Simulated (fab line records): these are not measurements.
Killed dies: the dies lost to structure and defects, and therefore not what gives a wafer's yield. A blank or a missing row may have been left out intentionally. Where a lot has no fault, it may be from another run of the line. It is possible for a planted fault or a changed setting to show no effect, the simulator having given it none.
Matching of chambers || flow nand-harc || cmp-02 running NHARC_P_CONTACT_CMP_24: 3 sister chambers
The step polishes, t overpolish 30 s, target thk 200 nm. 14 wafers are shown with their chamber, then 6 later ones without.

## WAFERS, EACH WITH ITS CHAMBER
{"wafer": "L074.1", "chamber": 1, "motor-current-A (A)": 13.4, "time-to-endpoint-s (s)": 42, "overpolish-run-s (s)": 30.014}
{"wafer": "L074.3", "chamber": 3, "motor-current-A (A)": 12.4, "time-to-endpoint-s (s)": 39, "overpolish-run-s (s)": 30.005}
{"wafer": "L076.2", "chamber": 3, "motor-current-A (A)": 12.5, "time-to-endpoint-s (s)": 35, "overpolish-run-s (s)": 30.010}
{"wafer": "L076.4", "chamber": 0, "motor-current-A (A)": 11.1, "time-to-endpoint-s (s)": 38, "overpolish-run-s (s)": 30.010}
{"wafer": "L077.2", "chamber": 1, "motor-current-A (A)": 12.8, "time-to-endpoint-s (s)": 45, "overpolish-run-s (s)": 30.007}
{"wafer": "L077.4", "chamber": 3, "motor-current-A (A)": 11.5, "time-to-endpoint-s (s)": 40, "overpolish-run-s (s)": 30.008}
{"wafer": "L080.1", "chamber": 0, "motor-current-A (A)": 11.0, "time-to-endpoint-s (s)": 41, "overpolish-run-s (s)": 29.990}
{"wafer": "L080.2", "chamber": 1, "motor-current-A (A)": 13.5, "time-to-endpoint-s (s)": 43, "overpolish-run-s (s)": 29.993}
{"wafer": "L082.3", "chamber": 1, "motor-current-A (A)": 13.2, "time-to-endpoint-s (s)": 41, "overpolish-run-s (s)": 29.987}
{"wafer": "L082.4", "chamber": 0, "motor-current-A (A)": 12.0, "time-to-endpoint-s (s)": 36, "overpolish-run-s (s)": 30.004}
{"wafer": "L084.1", "chamber": 3, "motor-current-A (A)": 11.6, "time-to-endpoint-s (s)": 37, "overpolish-run-s (s)": 30.005}
{"wafer": "L088.1", "chamber": 1, "motor-current-A (A)": 13.9, "time-to-endpoint-s (s)": 43, "overpolish-run-s (s)": 30.005}
{"wafer": "L088.4", "chamber": 0, "motor-current-A (A)": 10.8, "time-to-endpoint-s (s)": 39, "overpolish-run-s (s)": 30.009}
{"wafer": "L089.3", "chamber": 0, "motor-current-A (A)": 11.0, "time-to-endpoint-s (s)": 37, "overpolish-run-s (s)": 30.008}

SIGNATURES (averages over the wafers above)
{"reading": "motor-current-A", "chamber 0": 11.180, "chamber 1": 13.360, "chamber 3": 12.000, "scatter within a chamber": 0.463}
{"reading": "time-to-endpoint-s", "chamber 0": 38.20, "chamber 1": 42.80, "chamber 3": 37.75, "scatter within a chamber": 1.87}
{"reading": "overpolish-run-s", "chamber 0": 30.00420, "chamber 1": 30.00120, "chamber 3": 30.00700, "scatter within a chamber": 0.00838}
Rule: for a wafer and a chamber, the distance is found by dividing, reading by reading, the gap between the wafer's reading and the chamber's mean by the reading's scatter, squaring, summing and taking the root. If the next closest chamber is less than 2 further off than the closest, the wafer can't be placed; otherwise it belongs to the closest. The scatter: take each reading less its chamber's mean, square it, sum over the shown wafers, divide by the number of wafers less the number of chambers, and take the root.

## WAFERS WHOSE CHAMBER IS MISSING
{"wafer": "L089.4", "motor-current-A (A)": 11.7, "time-to-endpoint-s (s)": 39, "overpolish-run-s (s)": 30.002}
{"wafer": "L090.2", "motor-current-A (A)": 13.5, "time-to-endpoint-s (s)": 42, "overpolish-run-s (s)": 30.006}
{"wafer": "L090.4", "motor-current-A (A)": 11.5, "time-to-endpoint-s (s)": 39, "overpolish-run-s (s)": 29.998}
{"wafer": "L094.1", "motor-current-A (A)": 11.1, "time-to-endpoint-s (s)": 40, "overpolish-run-s (s)": 30.004}
{"wafer": "L094.3", "motor-current-A (A)": 12.9, "time-to-endpoint-s (s)": 46, "overpolish-run-s (s)": 29.986}
{"wafer": "L095.2", "motor-current-A (A)": 12.2, "time-to-endpoint-s (s)": 39, "overpolish-run-s (s)": 30.000}

## WHICH CHAMBER EACH ONE RAN IN
{"wafer": "L089.4", "from the rows above": "can't be placed: 3 or 0", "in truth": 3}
{"wafer": "L090.2", "from the rows above": 1, "in truth": 1}
{"wafer": "L090.4", "from the rows above": "can't be placed: 0 or 3", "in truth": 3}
{"wafer": "L094.1", "from the rows above": "can't be placed: 0 or 3", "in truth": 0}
{"wafer": "L094.3", "from the rows above": 1, "in truth": 1}
{"wafer": "L095.2", "from the rows above": "can't be placed: 3 or 0", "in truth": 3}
Placed correctly: 2 of 6. Not placeable from these rows: 4 (in 4, the candidates include the true chamber). Number placed wrongly: 0.
